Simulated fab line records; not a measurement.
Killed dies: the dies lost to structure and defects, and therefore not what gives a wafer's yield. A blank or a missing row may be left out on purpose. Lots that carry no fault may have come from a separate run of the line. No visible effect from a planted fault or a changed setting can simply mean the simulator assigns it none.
fab line records	flow n5Finfet
[record] lots = 7	wafers = 21
route steps=1938 shown HKMG_FIN@434 MOL_CONTACT_COAG@531 BEOL_M0_SAQP@632 BEOL_M0_CUTY@705 BEOL_M0@715 BEOL_M1@778
startH: hours from the record's first day to the start of the lot's first wafer shown	waitH: how many hours have passed since the lot's step before this one	" the same as in the row above	L1.1+2: several wafers, shown together as one row	- no value present, or no start provided	* or withheld: withheld	< > ~ a bound
route shown NAME@n: NAME is a module with steps in the file, n the number in the route of the first one	usual: mean/standard deviation taken from wafers without a fault	same: alike in all rows	chamber/n: place in a boat	sites: the reading at each site	_std_site: standard deviation across them	_edge_site: mean of outer sites minus mean of inner sites	radiusMm: how far each site lies from the wafer's centre	mask NAME#n: copy n	behind: the last tool/chamber to shape the wafer	hold: why the lot was held/for how many hours/how that ended	device: the n, p or np transistor that did not switch	end of line: the tests these same wafers got at the end of their route	a step given without rows: its recipe and nothing more	killed: not the wafer's yield, but the dies lost to structure and defects at the first sort	map: shows each die of a wafer: x if killed, . if not, _ if none is there
set.NAME: the setting that was run; set.NAME@STEP: the one run at that earlier step	model.NAME: the simulator's own value behind a step, which no gauge read
lots whose settings were changed on purpose; a table a step, a row a wafer
[[steps]]
[step N5_HKMG_FIN_ETCH_31]
[recipe] chemistry = CF4	target = SiARC	targetDepthA = 455	maskMaterial = CAR-ArF	timeS = 75.8	ionEnergyEv = 80	pressureMtorr = 40	sourceW = 545	biasW = 36	Ar_flow_sccm = 100	cf4FlowSccm = 100	ends = cleared
[usual] rfVppV = 184.0/1.3
lot.wafer	tool	chamber	startH	waitH	set.biasW	rfVppV
L075.3	rieDiel-05	0	82.95	0.0	36	183.9
L075.4	"	2	"	"	40.39	199.9
L075.6	"	1	"	"	36	182.6
L078.3	rieDiel-05	3	101.46	0.0	39.84	195.2
L078.4	"	1	"	"	39.84	194.7
L078.6	"	3	"	"	36	182.8
L079.3	rieDiel-05	3	109.21	0.0	36	183.1
L079.4	"	1	"	"	36	181.9
L079.6	"	2	"	"	36	184.5
L080.1	rieDiel-04	0	114.82	0.0	38.58	192.0
L080.2	"	2	"	"	36	183.9
L080.4	"	1	"	"	38.58	193.0
L086.2	rieDiel-02	0	152.79	0.0	36	182.3
L086.3	"	2	"	"	36	184.2
L086.5	"	3	"	"	36	185.6
L090.1	rieDiel-05	1	169.62	0.0	39.81	195.6
L090.4	"	2	"	"	36	183.8
L090.6	"	3	"	"	39.81	198.0
L093.1	rieDiel-02	2	188.91	0.0	38.28	193.3
L093.2	"	3	"	"	38.28	192.0
L093.6	"	2	"	"	38.28	192.3
[step N5_MOL_CONTACT_COAG_ETCH_105]
[recipe] chemistry = CF4	target = SiARC	targetDepthA = 156	maskMaterial = CAR-EUV	timeS = 26	ionEnergyEv = 80	pressureMtorr = 40	sourceW = 545	biasW = 36	Ar_flow_sccm = 100	cf4FlowSccm = 100	ends = cleared
[usual] rfVppV = 184.1/1.3
lot.wafer	tool	chamber	startH	waitH	set.biasW	rfVppV
L075.3	rieDiel-05	3	102.61	0.0	36	182.6
L075.4	"	1	"	"	32.52	171.2
L075.6	"	3	"	"	32.52	172.2
L078.3	rieDiel-05	1	113.98	0.0	33.76	175.8
L078.4	"	1	"	"	33.76	176.7
L078.6	"	2	"	"	36	185.6
L079.3	rieDiel-02	3	121.39	0.0	36	185.2
L079.4	"	2	"	"	36	185.8
L079.6	"	0	"	"	36	181.9
L080.1	rieDiel-02	0	127.12	0.0	36	183.0
L080.2	"	3	"	"	36	185.0
L080.4	"	2	"	"	36	184.8
L086.2	rieDiel-05	3	165.82	0.0	36	184.9
L086.3	"	0	"	"	36	184.2
L086.5	"	1	"	"	36	183.3
L090.1	rieDiel-02	3	182.39	0.0	36	185.2
L090.4	"	1	"	"	36	182.5
L090.6	"	0	"	"	41.36	200.3
L093.1	rieDiel-05	3	201.73	0.0	36	184.6
L093.2	"	1	"	"	32.57	172.2
L093.6	"	2	"	"	36	186.0
[step N5_MOL_CONTACT_COAG_PECVD_31]
[recipe] material = SiO2	targetThkA = 460	tempC = 400	precursor = TEOS/O2	pressureTorr = 6.5	rfW = withheld	teosFlowSccm = withheld	gas = O2	flowSccm = 2650	timeS = 8.9
lot.wafer	tool	chamber	startH	waitH	set.timeS	model.SiO2_of_MOL_CONTACT_COAG_PECVD_31.thkNm
L075.3	pecvd-01	1	111.42	0.3	8.9	45.8
L075.4	"	1	"	"	7.944	42.2
L075.6	"	0	"	"	8.9	47.2
L078.3	pecvd-01	2	122.67	0.3	8.9	45.6
L078.4	"	2	"	"	7.765	41
L078.6	"	0	"	"	8.9	47
L079.3	pecvd-02	2	129.13	0.3	8.9	45.2
L079.4+6	"	1,0	"	"	8.9	45.8
L080.1	pecvd-04	0	137.02	0.3	8.9	46
L080.2	"	2	"	"	8.9	45.6
L080.4	"	0	"	"	8.9	46.2
L086.2	pecvd-02	0	174.48	0.3	8.9	45.6
L086.3	"	2	"	"	8.9	45.4
L086.5	"	1	"	"	8.9	46.4
L090.1	pecvd-04	0	193.86	0.3	8.9	45
L090.4	"	2	"	"	8.422	43.6
L090.6	"	0	"	"	8.422	44
L093.1	pecvd-02	1	211.85	0.3	8.244	42.6
L093.2	"	2	"	"	8.9	46.6
L093.6	"	2	"	"	8.9	46.8
[step N5_MOL_CONTACT_COAG_COAT_76]
[recipe] resist = SiARC	tempC = 220	timeS = 60	spinRpm = 1500	resistThkNm = 10
lot.wafer	tool	chamber	startH	waitH	set.spinRpm	model.SiARC_of_MOL_CONTACT_COAG_COAT_76.thkNm
L075.3+4	lithoTrack-03	0	-	-	1500	10
L075.6	"	0	"	"	1662	9.4
L078.3+6	lithoTrack-03	0	-	-	1424	10.2
L078.4	"	0	"	"	1500	10
L079.3+4	lithoTrack-04	0	-	-	1557	9.8
L079.6	"	0	"	"	1500	10
L080.1+2	lithoTrack-05	0	-	-	1500	10
L080.4	"	0	"	"	1646	9.6
L086.2+3+5	lithoTrack-04	0	-	-	1500	10
L090.1+4	lithoTrack-05	0	-	-	1500	10
L090.6	"	0	"	"	1641	9.6
L093.1+2	lithoTrack-04	0	-	-	1500	10
L093.6	"	0	"	"	1641	9.6
[step N5_MOL_CONTACT_COAG_COAT_77]
[recipe] resist = underlayer	tempC = 205	timeS = 60	spinRpm = 1500	resistThkNm = 10
[step N5_MOL_CONTACT_COAG_COAT_78]
[recipe] resist = CAR-EUV	spinRpm = 1500	resistThkNm = 40
[step N5_MOL_CONTACT_COAG_DESCUM_88]
[recipe] chemistry = O2	timeS = 7	sourcePowerW = 50	biasPowerW = 20	pressureMtorr = 20	rfFrequencyHz = 2.712e+07	tempC = 40	resist = CAR-EUV	o2FlowSccm = 225
[step N5_MOL_CONTACT_COAG_ETCH_89]
[recipe] chemistry = N2/H2	target = underlayer	targetDepthA = 130	maskMaterial = CAR-EUV	timeS = 10.4	ionEnergyEv = 200	pressureMtorr = 30	sourceW = 840	biasW = 150	n2FlowSccm = 200	h2FlowSccm = 200	ends = cleared
[step N5_MOL_CONTACT_COAG_ETCH_90]
[recipe] chemistry = CF4	target = SiARC	targetDepthA = 130	maskMaterial = CAR-EUV	timeS = 21.7	ionEnergyEv = 80	pressureMtorr = 40	sourceW = 545	biasW = 36	Ar_flow_sccm = 100	cf4FlowSccm = 100	ends = cleared
lot.wafer	tool	chamber	startH	waitH	set.spinRpm@MOL_CONTACT_COAG_COAT_76	model.etch.depthNm	model.CAR-EUV_of_MOL_CONTACT_COAG_COAT_78.thkNm
L075.3	rieDiel-04	0	112.33	0.0	1500	10.01	17
L075.4	"	2	"	"	1500	9.994	16.8
L075.6	"	1	"	"	1662	9.499	17.2
L078.3	rieDiel-02	2	123.94	0.0	1424	10.29	16.6
L078.4	"	1	"	"	1500	10.03	17
L078.6	"	1	"	"	1424	10.29	16.8
L079.3	rieDiel-02	0	129.64	0.0	1557	9.889	17.2
L079.4	"	3	"	"	1557	9.824	17.2
L079.6	"	1	"	"	1500	10.04	17
L080.1	rieDiel-05	2	137.54	0.0	1500	10.01	17
L080.2	"	0	"	"	1500	10.01	16.8
L080.4	"	1	"	"	1646	9.535	17.4
L086.2	rieDiel-05	2	175.12	0.0	1500	10.06	17
L086.3	"	0	"	"	1500	10.06	16.8
L086.5	"	2	"	"	1500	10.03	16.8
L090.1+4	rieDiel-02	0,1	194.37	0.0	1500	10.03	17
L090.6	"	1	"	"	1641	9.579	17.4
L093.1	rieDiel-05	3	213.25	0.0	1500	9.966	17
L093.2	"	0	"	"	1500	9.999	17
L093.6	"	2	"	"	1641	9.53	17.2
[step N5_MOL_CONTACT_COAG_ALD_131]
[recipe] material = SiO2	targetThkA = 50	tempC = 100	aldPrecursorFamily = BDEAS	aldCoReactant = O2-plasma	pulseTimeS = 1	coReactantPulseTimeS = 1	purgeTimeS = 2	coReactantPurgeTimeS = 2	aldCycles = 35	pressureTorr = 2
[step N5_MOL_CONTACT_COAG_ETCHBACK_132]
[recipe] chemistry = CHF3	target = SiO2	targetDepthA = 100	timeS = 6.7	ionEnergyEv = 200	pressureMtorr = 30	sourceW = 610	biasW = 170	Ar_flow_sccm = 200	CHF3_flow_sccm = 50
[step N5_MOL_CONTACT_COAG_ETCHBACK_135]
[recipe] chemistry = CHF3	target = SiO2	targetDepthA = 250	timeS = 16.7	ionEnergyEv = 200	pressureMtorr = 30	sourceW = 610	biasW = 170	Ar_flow_sccm = 200	CHF3_flow_sccm = 50
[step N5_MOL_CONTACT_COAG_STRIP_118]
[recipe] chemistry = CHF3	resist = SiARC	rfFrequencyHz = 6e+07
[step N5_MOL_CONTACT_COAG_VIA_ETCH_46]
[recipe] chemistry = C4F6/O2	targetDepthA = 460	overetchA = 92	maskMaterial = SOC	target = SiO2	biasW = 455	pressureMtorr = 10	timeS = 40	sourceW = 325	Ar_flow_sccm = 300	C4F6_flow_sccm = 10	O2_flow_sccm = 10	ionEnergyEv = 575.3	ends = endPoint
lot.wafer	tool	chamber	startH	waitH	set.timeS@MOL_CONTACT_COAG_PECVD_31	model.etch.depthNm
L075.3	rieDiel-04	2	112.75	0.0	8.9	45.85
L075.4	"	1	"	"	7.944	42.23
L075.6	"	0	"	"	8.9	47.2
L078.3	rieDiel-04	2	124.46	0.0	8.9	45.64
L078.4	"	3	"	"	7.765	41.1
L078.6	"	1	"	"	8.9	47
L079.3	rieDiel-04	2	130.06	0.0	8.9	45.14
L079.4	"	1	"	"	8.9	45.71
L079.6	"	2	"	"	8.9	45.73
L080.1	rieDiel-02	3	137.95	0.0	8.9	45.94
L080.2	"	1	"	"	8.9	45.59
L080.4	"	0	"	"	8.9	46.12
L086.2	rieDiel-04	0	175.53	0.0	8.9	45.53
L086.3	"	2	"	"	8.9	45.3
L086.5	"	2	"	"	8.9	46.4
L090.1	rieDiel-04	3	194.86	0.0	8.9	45.04
L090.4	"	0	"	"	8.422	43.56
L090.6	"	0	"	"	8.422	43.91
L093.1	rieDiel-02	3	213.76	0.0	8.244	42.64
L093.2	"	1	"	"	8.9	46.62
L093.6	"	1	"	"	8.9	46.76
[step N5_BEOL_M0_SAQP_PECVD_00]
[recipe] material = SiCN	targetThkA = 80	tempC = withheld	precursor = 3MS/NH3	pressureTorr = 3	rfW = 202	timeS = 14
lot.wafer	tool	chamber	startH	waitH	set.timeS	model.SiCN_of_BEOL_M0_SAQP_PECVD_00.thkNm
L075.3	pecvd-03	2	118.73	0.1	14.78	8.2
L075.4	"	0	"	"	14	8.2
L075.6	"	1	"	"	14	8
L078.3	pecvd-04	2	131.12	0.1	15.05	8.6
L078.4+6	"	2,1	"	"	14	8
L079.3	pecvd-04	0	136.07	0.1	15.76	9
L079.4	"	2	"	"	14	8.2
L079.6	"	1	"	"	15.76	9.2
L080.1	pecvd-01	0	144.17	0.2	14.88	8.4
L080.2	"	1	"	"	14	8
L080.4	"	1	"	"	14.88	8.6
L086.2+5	pecvd-01	1,2	182.27	0.2	14	8
L086.3	"	0	"	"	14	7.8
L090.1+4	pecvd-03	2,1	202.44	0.2	14	8.2
L090.6	"	2	"	"	14	8
L093.1	pecvd-04	0	222.97	0.2	12.43	7
L093.2	"	1	"	"	14	8.2
L093.6	"	2	"	"	12.43	7.2
[step N5_BEOL_M0_SAQP_COAT_81]
[recipe] resist = SOC	tempC = 250	timeS = 60	spinRpm = 1500	resistThkNm = 100
lot.wafer	tool	chamber	startH	waitH	set.spinRpm	model.SOC_of_BEOL_M0_SAQP_COAT_81.thkNm
L075.3+6	lithoTrack-05	0	119.90	0.1	1589	97.8
L075.4	"	0	"	"	1589	97.6
L078.3	lithoTrack-02	0	134.04	0.1	1590	97.8
L078.4+6	"	0	"	"	1590	97.6
L079.3	lithoTrack-05	0	136.62	0.1	1500	100
L079.4	"	0	"	"	1632	96.2
L079.6	"	0	"	"	1632	95.8
L080.1	lithoTrack-02	0	146.53	0.1	1394	103.8
L080.2+4	"	0	"	"	1500	100.4
L086.2+3	lithoTrack-01	0	184.29	0.1	1500	100.2
L086.5	"	0	"	"	1500	100.4
L090.1	lithoTrack-01	0	204.10	0.1	1500	100.8
L090.4	"	0	"	"	1500	100.4
L090.6	"	0	"	"	1500	100.6
L093.1	lithoTrack-01	0	223.58	0.1	1626	96.8
L093.2	"	0	"	"	1500	100.8
L093.6	"	0	"	"	1626	97
[step N5_BEOL_M0_SAQP_COAT_82]
[recipe] resist = SiARC	tempC = 220	timeS = 60	spinRpm = 1500	resistThkNm = 30
[step N5_BEOL_M0_SAQP_COAT_08]
[recipe] resist = CAR-ArF	spinRpm = 1500	resistThkNm = 90
[step N5_BEOL_M0_SAQP_DESCUM_19]
[recipe] chemistry = O2	timeS = 7.9	sourcePowerW = 50	biasPowerW = 20	pressureMtorr = 20	rfFrequencyHz = 2.712e+07	tempC = 40	resist = CAR-ArF	o2FlowSccm = 225
[step N5_BEOL_M0_SAQP_ETCH_83]
[recipe] chemistry = CF4	target = SiARC	targetDepthA = 390	maskMaterial = CAR-ArF	timeS = 65	ionEnergyEv = 80	pressureMtorr = 40	sourceW = 545	biasW = 36	Ar_flow_sccm = 100	cf4FlowSccm = 100	ends = cleared
[step N5_BEOL_M0_SAQP_ETCH_84]
[recipe] chemistry = N2/H2	target = SOC	targetDepthA = 1000	overetchA = 200	maskMaterial = SiARC	tempC = 40	timeS = 150	ionEnergyEv = 200	pressureMtorr = 30	sourceW = 840	biasW = 150	n2FlowSccm = 200	h2FlowSccm = 200
lot.wafer	tool	chamber	startH	waitH	set.spinRpm@BEOL_M0_SAQP_COAT_81	model.etch.depthNm
L075.3	rieDiel-03	2	120.31	0.0	1589	97.9
L075.4	"	3	"	"	1589	97.66
L075.6	"	0	"	"	1589	97.78
L078.3	rieDiel-06	0	134.84	0.0	1590	97.79
L078.4	"	1	"	"	1590	97.68
L078.6	"	0	"	"	1590	97.58
L079.3	rieDiel-01	2	137.20	0.0	1500	100.1
L079.4	"	0	"	"	1632	96.11
L079.6	"	0	"	"	1632	95.78
L080.1	rieDiel-01	2	147.34	0.0	1394	103.8
L080.2	"	1	"	"	1500	100.3
L080.4	"	0	"	"	1500	100.5
L086.2+3	rieDiel-06	2,0	184.83	0.0	1500	100.2
L086.5	"	1	"	"	1500	100.3
L090.1+6	rieDiel-06	2	204.52	0.0	1500	100.7
L090.4	"	3	"	"	1500	100.4
L093.1	rieDiel-01	2	224.12	0.0	1626	96.76
L093.2	"	1	"	"	1500	100.9
L093.6	"	0	"	"	1626	96.99
[step N5_BEOL_M0_SAQP_STRIP_80]
[recipe] chemistry = N2/H2	tempC = 40	n2FlowSccm = 200	h2FlowSccm = 200	rfFrequencyHz = 6e+07
[step N5_BEOL_M0_SAQP_HM_OPEN_112]
[recipe] chemistry = CHF3/O2	target = SiO2	stopOn = a-Si	targetDepthA = 120	overEtchFrac = 1.25	maskMaterial = SOC	timeS = 13.5	pressureMtorr = 30	sourceW = 650	biasW = 170	Ar_flow_sccm = 200	CHF3_flow_sccm = 50	O2_flow_sccm = 5	ionEnergyEv = 200	ends = endPoint
[step N5_BEOL_M0_SAQP_STRIP_113]
[recipe] chemistry = CHF3/O2	resist = SiARC	rfFrequencyHz = 6e+07
[step N5_BEOL_M0_SAQP_MANDREL_ETCH_20]
[recipe] targetDepthA = 600	chemistry = HBr/Cl2	target = a-Si	stopOn = SiNx	btTimeS = 10	maskMaterial = SOC	overEtchFrac = 0.5	timeS = 30	pressureMtorr = 10	icpW = 800	biasW = 75	HBr_flow_sccm = 150	Cl2_flow_sccm = 80	ends = endPoint
lot.wafer	tool	chamber	startH	waitH	set.spinRpm@BEOL_M0_SAQP_COAT_81	model.SOC_of_BEOL_M0_SAQP_COAT_81.thkNm
L075.3	rieSi-06	0	120.51	0.0	1589	74.2
L075.4	"	1	"	"	1589	73.2
L075.6	"	1	"	"	1589	73.4
L078.3	rieSi-06	1	135.03	0.0	1590	73
L078.4	"	0	"	"	1590	73.8
L078.6	"	1	"	"	1590	72.8
L079.3	rieSi-06	2	137.39	0.0	1500	76.8
L079.4	"	3	"	"	1632	72.6
L079.6	"	2	"	"	1632	72.2
L080.1	rieSi-05	2	147.53	0.0	1394	80
L080.2	"	0	"	"	1500	75.8
L080.4	"	1	"	"	1500	76.2
L086.2+5	rieSi-06	2	185.02	0.0	1500	76.6
L086.3	"	0	"	"	1500	76.4
L090.1	rieSi-05	0	204.71	0.0	1500	76.8
L090.4	"	2	"	"	1500	76.6
L090.6	"	3	"	"	1500	76.4
L093.1	rieSi-05	3	224.31	0.0	1626	72.8
L093.2	"	0	"	"	1500	76.8
L093.6	"	0	"	"	1626	73
[step N5_BEOL_M0_CUTY_EXPOSE_54]
[recipe] maskId = M0_ABLK	na = 1.35	sourceShape = conventional	sigmaOuter = 0.8	polarization = unpolarized	doseMj = 36
lot.wafer	tool	chamber	startH	waitH	mask	set.doseMj
L075.3	arfiScanner-02	0	128.32	-	M0_ABLK#0	36
L075.4+6	"	0	"	"	M0_ABLK#0	33.98
L078.3+4+6	arfiScanner-03	0	140.14	-	M0_ABLK#0	36
L079.3+4+6	arfiScanner-03	0	142.47	-	M0_ABLK#0	36
L080.1	arfiScanner-02	0	152.47	-	M0_ABLK#0	35.31
L080.2+4	"	0	"	"	M0_ABLK#0	36
L086.2+3+5	arfiScanner-01	0	191.36	-	M0_ABLK#0	36
L090.1+6	arfiScanner-02	0	211.05	-	M0_ABLK#0	36
L090.4	"	0	"	"	M0_ABLK#0	37.37
L093.1+2+6	arfiScanner-02	0	230.33	-	M0_ABLK#0	36
[step N5_BEOL_M0_CUTY_PEB_55]
[recipe] pebTempC = 110	pebTimeS = 60	resist = CAR-ArF-block
[step N5_BEOL_M0_CUTY_DEVELOP_56]
[recipe] developTimeS = 30	developer = TMAH	resist = CAR-ArF-block	rinseLiquid = diw	dry = airSpin	devTempC = 23
[step N5_BEOL_M0_CUTY_CD_MEAS_57]
[recipe] targetCdNm = 200	landingEnergyEv = 500	detector = seInlens	polarity = line
[usual] cdNm = 199.6/1.1
lot.wafer	tool	chamber	startH	waitH	set.doseMj@BEOL_M0_CUTY_EXPOSE_54	cdNm
L075.3	cdSem-02	0	128.44	-	36	199.9
L075.4	"	0	"	"	33.98	204.3
L075.6	"	0	"	"	33.98	204.9
L078.3	cdSem-03	0	140.26	-	36	198.5
L078.4	"	0	"	"	36	197.9
L078.6	"	0	"	"	36	199.6
L079.3	cdSem-01	0	142.59	-	36	198.0
L079.4	"	0	"	"	36	197.6
L079.6	"	0	"	"	36	198.3
L080.1	cdSem-03	0	152.59	-	35.31	201.0
L080.2	"	0	"	"	36	199.6
L080.4	"	0	"	"	36	199.8
L086.2	cdSem-03	0	191.48	-	36	200.8
L086.3	"	0	"	"	36	199.3
L086.5	"	0	"	"	36	200.5
L090.1	cdSem-02	0	211.17	-	36	200.2
L090.4	"	0	"	"	37.37	197.4
L090.6	"	0	"	"	36	200.8
L093.1	cdSem-02	0	230.46	-	36	199.1
L093.2	"	0	"	"	36	199.4
L093.6	"	0	"	"	36	198.4
[step N5_BEOL_M0_ETCH_138]
[recipe] chemistry = CH3F/O2	targetDepthA = 120	target = SiCN	timeS = 31.6	ionEnergyEv = 120	pressureMtorr = 30	sourceW = 395	biasW = 75	Ar_flow_sccm = 150	CH3F_flow_sccm = 30	O2_flow_sccm = 20	ends = cleared
[usual] rfVppV = 297.6/1.7
lot.wafer	tool	chamber	startH	waitH	set.sourceW	rfVppV
L075.3	rieDiel-05	1	128.73	0.0	395	296.5
L075.4	"	1	"	"	395	295.9
L075.6	"	0	"	"	395	298.1
L078.3	rieDiel-05	1	140.55	0.0	395	295.7
L078.4	"	2	"	"	395	299.5
L078.6	"	0	"	"	413.7	294.9
L079.3	rieDiel-04	0	143.21	0.0	395	296.0
L079.4	"	2	"	"	395	296.6
L079.6	"	2	"	"	395	296.4
L080.1	rieDiel-04	1	152.89	0.0	330.2	317.2
L080.2	"	3	"	"	330.2	312.6
L080.4	"	2	"	"	395	295.9
L086.2	rieDiel-05	1	191.77	0.0	395	294.5
L086.3	"	3	"	"	395	300.9
L086.5	"	0	"	"	395	297.9
L090.1	rieDiel-02	2	211.57	0.0	395	298.6
L090.4	"	0	"	"	395	295.8
L090.6	"	2	"	"	395	299.2
L093.1	rieDiel-02	2	231.97	0.0	395	299.3
L093.2	"	1	"	"	395	298.8
L093.6	"	3	"	"	395	298.7
[step N5_BEOL_M1_COAT_68]
[recipe] resist = SiARC	tempC = 220	timeS = 60	spinRpm = 1500	resistThkNm = 12
lot.wafer	tool	chamber	startH	waitH	set.spinRpm	model.SiARC_of_BEOL_M1_COAT_68.thkNm
L075.3+4	lithoTrack-02	0	-	-	1500	12
L075.6	"	0	"	"	1584	11.8
L078.3	lithoTrack-03	0	-	-	1500	12
L078.4+6	"	0	"	"	1656	11.4
L079.3	lithoTrack-03	0	-	-	1500	12
L079.4+6	"	0	"	"	1346	12.6
L080.1	lithoTrack-05	0	-	-	1645	11.4
L080.2	"	0	"	"	1500	12
L080.4	"	0	"	"	1645	11.6
L086.2+3+5	lithoTrack-03	0	-	-	1500	12
L090.1+6	lithoTrack-02	0	-	-	1550	11.8
L090.4	"	0	"	"	1500	12
L093.1+2	lithoTrack-02	0	-	-	1500	12
L093.6	"	0	"	"	1574	11.8
[[key]]
[split] step = N5_HKMG_FIN_ETCH_31	setting = biasW	stated = 36	by = wafer
[response] step = N5_HKMG_FIN_ETCH_31	reading = rfVppV	change = +1.25	per = 1%	r = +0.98
[split] step = N5_MOL_CONTACT_COAG_ETCH_105	setting = biasW	stated = 36	by = wafer
[response] step = N5_MOL_CONTACT_COAG_ETCH_105	reading = rfVppV	change = +1.2	per = 1%	r = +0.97
[split] step = N5_MOL_CONTACT_COAG_PECVD_31	setting = timeS	stated = 8.9	by = wafer
[response] step = N5_MOL_CONTACT_COAG_PECVD_31	reading = model.SiO2_of_MOL_CONTACT_COAG_PECVD_31.thkNm	change = +0.417	per = 1%	r = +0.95
[response] step = N5_MOL_CONTACT_COAG_VIA_ETCH_46	reading = model.etch.depthNm	change = +0.414	per = 1%	r = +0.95
[split] step = N5_MOL_CONTACT_COAG_COAT_76	setting = spinRpm	stated = 1500	by = wafer
[response] step = N5_MOL_CONTACT_COAG_COAT_76	reading = model.SiARC_of_MOL_CONTACT_COAG_COAT_76.thkNm	change = -0.0459	per = 1%	r = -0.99
[response] step = N5_MOL_CONTACT_COAG_ETCH_90	reading = model.etch.depthNm	change = -0.048	per = 1%	r = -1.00
[response] step = N5_MOL_CONTACT_COAG_ETCH_90	reading = model.CAR-EUV_of_MOL_CONTACT_COAG_COAT_78.thkNm	change = +0.0374	per = 1%	r = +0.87
[split] step = N5_BEOL_M0_SAQP_PECVD_00	setting = timeS	stated = 14	by = wafer
[response] step = N5_BEOL_M0_SAQP_PECVD_00	reading = model.SiCN_of_BEOL_M0_SAQP_PECVD_00.thkNm	change = +0.0776	per = 1%	r = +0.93
[split] step = N5_BEOL_M0_SAQP_COAT_81	setting = spinRpm	stated = 1500	by = wafer
[response] step = N5_BEOL_M0_SAQP_COAT_81	reading = model.SOC_of_BEOL_M0_SAQP_COAT_81.thkNm	change = -0.465	per = 1%	r = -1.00
[response] step = N5_BEOL_M0_SAQP_ETCH_84	reading = model.etch.depthNm	change = -0.475	per = 1%	r = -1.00
[response] step = N5_BEOL_M0_SAQP_MANDREL_ETCH_20	reading = model.SOC_of_BEOL_M0_SAQP_COAT_81.thkNm	change = -0.504	per = 1%	r = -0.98
[split] step = N5_BEOL_M0_CUTY_EXPOSE_54	setting = doseMj	stated = 36	by = wafer
[response] step = N5_BEOL_M0_CUTY_CD_MEAS_57	reading = cdNm	change = -0.825	per = 1%	r = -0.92
[split] step = N5_BEOL_M0_ETCH_138	setting = sourceW	stated = 395	by = wafer
[response] step = N5_BEOL_M0_ETCH_138	reading = rfVppV	change = -1.11	per = 1%	r = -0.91
[split] step = N5_BEOL_M1_COAT_68	setting = spinRpm	stated = 1500	by = wafer
[response] step = N5_BEOL_M1_COAT_68	reading = model.SiARC_of_BEOL_M1_COAT_68.thkNm	change = -0.0535	per = 1%	r = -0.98
